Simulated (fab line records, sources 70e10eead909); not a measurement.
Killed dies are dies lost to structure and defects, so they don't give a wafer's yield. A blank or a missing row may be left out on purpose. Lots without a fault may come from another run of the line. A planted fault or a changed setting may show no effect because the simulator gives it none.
Chamber matching | flow nand_harc | NHARC_A_CHANNEL_FILL_D2_ALD_25 on ald_hk-01: 4 sister chambers
The step deposits SiOx, target thk 60 nm, pulse time 10 s, ald cycles 600. 8 wafers are shown with their chamber, then 9 later ones without.

WAFERS WITH THEIR CHAMBER
wafer  | chamber | heater_power_w (W) | precursor_pulse_height_rel
L079.5 | 3       | 531                | 0.984
L082.1 | 3       | 524                | 0.988
L082.2 | 0       | 456                | 1.032
L083.1 | 1       | 544                | 0.981
L083.6 | 2       | 486                | 0.984
L089.2 | 2       | 469                | 1.003
L089.4 | 1       | 546                | 1.021
L089.1 | 0       | 454                | 0.977

WAFERS WITHOUT THEIR CHAMBER
wafer  | heater_power_w (W) | precursor_pulse_height_rel
L091.1 | 532                | 0.990
L091.4 | 481                | 1.011
L091.5 | 479                | 0.997
L093.1 | 480                | 1.024
L093.4 | 543                | 1.005
L093.5 | 545                | 1.012
L096.1 | 548                | 0.989
L096.2 | 471                | 0.965
L096.5 | 516                | 0.999

WHICH CHAMBER EACH WENT THROUGH
wafer  | from the rows above     | in truth
L091.1 | can't be placed: 3 or 1 | 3
L091.4 | 2                       | 2
L091.5 | 2                       | 2
L093.1 | 2                       | 2
L093.4 | 1                       | 1
L093.5 | 1                       | 1
L096.1 | 1                       | 1
L096.2 | can't be placed: 2 or 0 | 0
L096.5 | 3                       | 3
Placed correctly: 7 of 9. Can't be placed from these rows: 2 (the true chamber is among the candidates in 2). Placed wrongly: 0.
How it was worked out, from the rows above alone: a wafer's distance from a chamber is the root of the sum, over the readings, of the square of ((its reading less the chamber's mean) divided by the reading's scatter). The wafer belongs to the nearest chamber; if the next one is less than 2 further off, it can't be placed. A chamber's mean is the mean of its shown wafers. The scatter: the root of (the sum of the squares of (reading less its chamber's mean) over the shown wafers, divided by (wafers less chambers)).
